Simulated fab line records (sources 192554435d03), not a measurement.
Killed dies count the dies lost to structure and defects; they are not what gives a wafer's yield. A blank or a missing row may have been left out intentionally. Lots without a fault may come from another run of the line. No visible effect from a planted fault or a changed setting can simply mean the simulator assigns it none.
Chamber matching ; flow n5_finfet ; N5_HKMG_FIN_ETCH_58 on rie_diel-06: 4 sister chambers
The step etches SOC in N2/H2, target depth 215.8 nm, time 741 s. 16 wafers are shown with their chamber, then 8 later ones without.

== WAFERS PAIRED WITH THEIR CHAMBERS ==
wafer;chamber;drypump_motor_current_A (A);oes_product_au (a.u.);showerhead_plenum_p_Torr (Torr)
L074.2;3;5.9;0.78;2.55
L074.5;2;5.1;0.76;2.66
L074.6;3;5.9;0.79;2.55
L077.1;2;5.1;0.76;2.66
L077.2;3;5.9;0.77;2.55
L077.5;0;5.9;0.75;2.53
L082.1;3;5.9;0.77;2.54
L082.3;0;6.0;0.74;2.53
L082.4;2;5.0;0.76;2.65
L084.1;2;5.1;0.76;2.65
L084.2;3;5.9;0.77;2.54
L084.4;0;6.0;0.75;2.53
L087.2;0;6.0;0.74;2.52
L087.3;3;5.9;0.77;2.54
L087.5;0;6.0;0.74;2.52
L089.2;1;5.7;0.86;2.57

SIGNATURES (means of the wafers above)
reading;chamber 0;chamber 1;chamber 2;chamber 3;scatter within a chamber
drypump_motor_current_A;5.980;5.700;5.075;5.900;0.0359
oes_product_au;0.7440;0.8600;0.7600;0.7750;0.00626
showerhead_plenum_p_Torr;2.5260;2.5700;2.6550;2.5450;0.00555
Rule: for each reading, subtract the chamber's mean from the wafer's reading, divide by that reading's scatter and square the result; add these up over the readings and take the root, which gives the wafer's distance from the chamber. If the next closest chamber is less than 2 further off than the closest, the wafer can't be placed; otherwise it belongs to the closest. The scatter: the root of (the sum of the squares of (reading less its chamber's mean) over the shown wafers, divided by (wafers less chambers)).

== WAFERS MISSING THEIR CHAMBER ==
wafer;drypump_motor_current_A (A);oes_product_au (a.u.);showerhead_plenum_p_Torr (Torr)
L089.4;5.9;0.76;2.54
L089.5;5.1;0.75;2.65
L090.1;6.0;0.75;2.52
L090.4;5.7;0.85;2.57
L090.5;5.7;0.85;2.57
L093.1;5.8;0.84;2.57
L093.3;5.8;0.75;2.54
L093.5;5.7;0.83;2.57

== CHAMBER TAKEN BY EACH ==
wafer;from the rows above;in truth
L089.4;can't be placed: 3 or 0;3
L089.5;2;2
L090.1;0;0
L090.4;1;1
L090.5;1;1
L093.1;1;1
L093.3;can't be placed: 3 or 0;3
L093.5;1;1
Correctly placed: 6 of 8. Unplaceable from these rows: 2, with the true chamber sitting among the candidates in 2. Number placed wrongly: 0.
